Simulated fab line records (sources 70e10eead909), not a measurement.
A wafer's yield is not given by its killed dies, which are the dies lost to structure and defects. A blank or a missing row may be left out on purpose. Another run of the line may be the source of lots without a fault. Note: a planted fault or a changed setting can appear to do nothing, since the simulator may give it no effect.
Struck lot and sound lot, side by side / flow nandHarc / 14 out of 1302 route steps
Sound: wafers L542.1, L542.5, L542.6. Struck: wafer L559.6 (L559.2, L559.5, from the same lot, were not struck and are left out); the cause is given at the end.
Each step with rows lists, per side, the tool, then ch with its chambers, then its first start. Under that, the readings that differ: sound wafers / struck wafers / difference of the means / sigmas: that difference in standard deviations of wafers without a fault.
alike: words and numbers the same on both sides, and readings whose means are apart by under 2 such deviations; not compared: readings that were withheld, readings missing a value for some wafer, numbers with overlapping values and no deviation given by the record, and bounds like >300 which may hide the same value.
The two part at a step that has a row with sigmas, a row that says differs or no value, or rows on one side only. When numbers do not overlap yet have no deviation, they are printed without sigmas and do not part them. Lack of a reading on every wafer of one side parts them only where that side has two or more wafers.

first, 4 steps without rows for these wafers: NHARC_A_WL_FILL_STRIP_28 (strips in post etch residue remover, time 1200 s); NHARC_A_WL_FILL_PRECLEAN_06 (cleans in DIW, time 300 s); NHARC_A_WL_FILL_SRD_07; NHARC_A_WL_FILL_ANNEAL_08 (time 1800 s).
NHARC_A_WL_FILL_ALD_10: deposits SiO2, target thk 50 nm, pulse time 10 s, ald cycles 500.
  sound on aldHk-03 ch 0,1,2, day 21 22:58; struck on aldHk-01 ch 0, day 29 08:04
reading=precursorPulseHeightRel; sound=1.020 0.986 1.032; struck=0.963; difference=-0.050; sigmas=-2
  alike: heaterPowerW
  not compared: sinceWetCleanH
NHARC_A_WL_FILL_ETCHBACK_16: etches the open film in C4F8/O2/Ar, target depth 120 nm, time 24 s.
  sound: rieDiel-01 ch 0,1,2; struck: rieDiel-03 ch 2
  alike: oesProductAu, rfVppV, runLengthS
  not compared: rfHoursCounterH
NHARC_A_WL_FILL_STRIP_29: strips in O2, time 20 s.
  sound on rieDiel-01 ch 0,1, day 22 02:40; struck on rieDiel-03 ch 3, day 29 10:46
reading=oesProductAu (a.u.); sound=0.990 0.974 0.995; struck=1.015; difference=+0.029; sigmas=+3
  alike: drypumpMotorCurrentA, rfVppV, showerheadPlenumPTorr, throttleValvePct
  not compared: rfHoursCounterH
NHARC_A_WL_FILL_ETCHBACK_17: etches the open film in Cl2/BCl3, target depth 4 nm, time 26.7 s.
  sound on rieMetal-03 ch 0,1, day 22 02:46; struck on rieMetal-02 ch 0, day 29 10:52
reading=drypumpMotorCurrentA (A); sound=5.20 5.19 5.48; struck=5.82; difference=+0.53; sigmas=+2
reading=oesProductAu (a.u.); sound=1.008 1.008 1.008; struck=0.984; difference=-0.024; sigmas=-2
  alike: runLengthS
  not compared: rfHoursCounterH
then, 3 steps without rows for these wafers: NHARC_A_WL_FILL_PRECLEAN_18 (cleans in dHF, time 30 s); NHARC_A_WL_FILL_SRD_21; NHARC_A_WL_FILL_CVD_23 (deposits poly-Si, target thk 40 nm, time 800 s).
NHARC_A_WL_FILL_ETCHBACK_26: etches the open film in HBr, target depth 52 nm, time 13.3 s.
  sound on rieSi-01 ch 0,3, day 22 08:02; struck on rieSi-01 ch 0, day 29 15:58
reading=runLengthS (s); sound=34.7 34.7 34.6; struck=31.1; difference=-3.6; sigmas=-9
  alike: drypumpMotorCurrentA, oesProductAu, throttleValvePct
  not compared: rfHoursCounterH
then, 1 step without rows for these wafers: NHARC_A_WL_FILL_PRECLEAN_30 (cleans in dHF, time 10 s).
-- break in the record here, with 4 days between the starts of the struck wafers on either side (left off in module A_WL_FILL, picked up again in module END, where the first step shown is number 1302 on the route) --
NHARC_END_SORT_01:
  sound on prober-01 ch 0, day 25 15:23; struck on prober-01 ch 0, day 33 07:01
reading=killedAtArray; sound=88 113 105; struck=56; difference=-46; sigmas=-2
reading=killedDies; sound=90 116 109; struck=61; difference=-44; sigmas=-2
  alike: killedAtOther, killedAtPeriphery, killedOpen, killedShort

WHERE THEY PART
Last at NHARC_END_SORT_01 as far as this record goes, first at NHARC_A_WL_FILL_ALD_10.

WHY: what had been put in by the simulator
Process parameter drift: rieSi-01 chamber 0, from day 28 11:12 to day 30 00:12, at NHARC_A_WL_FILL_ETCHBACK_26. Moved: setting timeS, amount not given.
